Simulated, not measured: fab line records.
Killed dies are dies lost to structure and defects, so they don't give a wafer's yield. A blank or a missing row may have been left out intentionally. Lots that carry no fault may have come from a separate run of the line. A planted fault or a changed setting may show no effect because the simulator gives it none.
Matching of chambers :: flow nand-harc :: NHARC_A_SLIT_DEP_23 on pecvd-04 has 3 sister chambers
The step deposits SiON, target thk 100 nm. 14 wafers are shown with their chamber, then 7 later ones without.

## WAFERS WITH THEIR CHAMBER
wafer: L078.1
chamber: 1
heater-power-w (W): 796
heater-power-outer-w (W): 434
rf-fwd-power-W (W): 350.1

wafer: L078.5
chamber: 2
heater-power-w (W): 702
heater-power-outer-w (W): 418
rf-fwd-power-W (W): 347.7

wafer: L078.6
chamber: 1
heater-power-w (W): 821
heater-power-outer-w (W): 445
rf-fwd-power-W (W): 349.9

wafer: L077.1
chamber: 0
heater-power-w (W): 896
heater-power-outer-w (W): 520
rf-fwd-power-W (W): 347.5

wafer: L077.4
chamber: 1
heater-power-w (W): 758
heater-power-outer-w (W): 401
rf-fwd-power-W (W): 348.6

wafer: L077.6
chamber: 0
heater-power-w (W): 917
heater-power-outer-w (W): 532
rf-fwd-power-W (W): 347.2

wafer: L079.1
chamber: 0
heater-power-w (W): 1026
heater-power-outer-w (W): 648
rf-fwd-power-W (W): 349.4

wafer: L079.2
chamber: 1
heater-power-w (W): 785
heater-power-outer-w (W): 431
rf-fwd-power-W (W): 350.3

wafer: L079.6
chamber: 1
heater-power-w (W): 787
heater-power-outer-w (W): 424
rf-fwd-power-W (W): 349.6

wafer: L086.1
chamber: 2
heater-power-w (W): 802
heater-power-outer-w (W): 463
rf-fwd-power-W (W): 348.5

wafer: L086.2
chamber: 0
heater-power-w (W): 937
heater-power-outer-w (W): 599
rf-fwd-power-W (W): 348.5

wafer: L086.5
chamber: 1
heater-power-w (W): 777
heater-power-outer-w (W): 445
rf-fwd-power-W (W): 348.2

wafer: L088.2
chamber: 2
heater-power-w (W): 707
heater-power-outer-w (W): 405
rf-fwd-power-W (W): 347.5

wafer: L088.3
chamber: 0
heater-power-w (W): 933
heater-power-outer-w (W): 571
rf-fwd-power-W (W): 347.4

SIGNATURES, as means of the wafers listed above
reading: heater-power-w
chamber 0: 941.80
chamber 1: 787.33
chamber 2: 737.00
scatter within a chamber: 40.9

reading: heater-power-outer-w
chamber 0: 574.00
chamber 1: 430.00
chamber 2: 428.67
scatter within a chamber: 35.7

reading: rf-fwd-power-W
chamber 0: 348.000
chamber 1: 349.450
chamber 2: 347.900
scatter within a chamber: 0.835
Rule: for each reading, subtract the chamber's mean from the wafer's reading, divide by that reading's scatter and square the result; add these up over the readings and take the root, which gives the wafer's distance from the chamber. The wafer belongs to the nearest chamber; if the next one is less than 2 further off, it can't be placed. The scatter: the root of (the sum of the squares of (reading less its chamber's mean) over the shown wafers, divided by (wafers less chambers)).

## WAFERS WHOSE CHAMBER IS MISSING
wafer: L088.6
heater-power-w (W): 804
heater-power-outer-w (W): 447
rf-fwd-power-W (W): 348.8

wafer: L092.3
heater-power-w (W): 721
heater-power-outer-w (W): 419
rf-fwd-power-W (W): 346.6

wafer: L092.4
heater-power-w (W): 871
heater-power-outer-w (W): 533
rf-fwd-power-W (W): 348.3

wafer: L092.6
heater-power-w (W): 842
heater-power-outer-w (W): 478
rf-fwd-power-W (W): 347.8

wafer: L097.3
heater-power-w (W): 907
heater-power-outer-w (W): 535
rf-fwd-power-W (W): 347.2

wafer: L097.4
heater-power-w (W): 829
heater-power-outer-w (W): 481
rf-fwd-power-W (W): 351.2

wafer: L097.6
heater-power-w (W): 714
heater-power-outer-w (W): 412
rf-fwd-power-W (W): 347.4

## CHAMBER TAKEN BY EACH
wafer: L088.6
from the rows above: can't be placed: 1 or 2
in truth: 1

wafer: L092.3
from the rows above: 2
in truth: 2

wafer: L092.4
from the rows above: can't be placed: 0 or 1
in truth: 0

wafer: L092.6
from the rows above: can't be placed: 1 or 2 or 0
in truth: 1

wafer: L097.3
from the rows above: 0
in truth: 0

wafer: L097.4
from the rows above: 1
in truth: 1

wafer: L097.6
from the rows above: 2
in truth: 2
Correct placement for 4 of the 7. Unplaceable from these rows: 3, with the true chamber sitting among the candidates in 3. Placed wrongly: 0.
